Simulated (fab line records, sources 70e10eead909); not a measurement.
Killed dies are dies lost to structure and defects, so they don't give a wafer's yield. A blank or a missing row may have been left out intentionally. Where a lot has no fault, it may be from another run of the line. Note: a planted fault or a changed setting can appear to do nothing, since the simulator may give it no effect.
Chamber matching | flow nand harc | 3 sister chambers for NHARC_P_M1_DEP_33 on pecvd-02
The step deposits SiCN, target thk 30 nm. 3 wafers are shown with their chamber, then 12 later ones without.

## WAFERS, EACH WITH ITS CHAMBER
wafer  | chamber | heater power w (W)
L086.3 | 0       | 520
L086.5 | 2       | 581
L086.6 | 1       | 481

## WAFERS WHOSE CHAMBER IS MISSING
wafer  | heater power w (W)
L091.1 | 479
L091.2 | 576
L091.3 | 654
L092.1 | 451
L092.3 | 519
L092.4 | 458
L095.2 | 472
L095.5 | 431
L095.6 | 490
L097.1 | 539
L097.2 | 482
L097.5 | 624

## CHAMBER TAKEN BY EACH
wafer  | from the rows above          | in truth
L091.1 | can't be placed: 1 or 0      | 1
L091.2 | can't be placed: 2 or 0      | 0
L091.3 | can't be placed: 2 or 0      | 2
L092.1 | can't be placed: 1 or 0      | 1
L092.3 | can't be placed: 0 or 1 or 2 | 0
L092.4 | can't be placed: 1 or 0      | 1
L095.2 | can't be placed: 1 or 0      | 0
L095.5 | can't be placed: 1 or 0      | 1
L095.6 | can't be placed: 1 or 0      | 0
L097.1 | can't be placed: 0 or 2 or 1 | 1
L097.2 | can't be placed: 1 or 0      | 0
L097.5 | can't be placed: 2 or 0      | 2
Correct placement for 0 of the 12. Can't be placed from these rows: 12 (the true chamber is among the candidates in 12). 0 placed wrongly.
How it was worked out, from the rows above alone: a wafer's distance from a chamber is the root of the sum, over the readings, of the square of ((its reading less the chamber's mean) divided by the reading's scatter). If the next closest chamber is less than 2 further off than the closest, the wafer can't be placed; otherwise it belongs to the closest. The mean given for a chamber averages the wafers shown for that chamber. The scatter: with one shown wafer a chamber, the root of the mean of the squares of how far each hidden wafer lies from its nearest shown one.
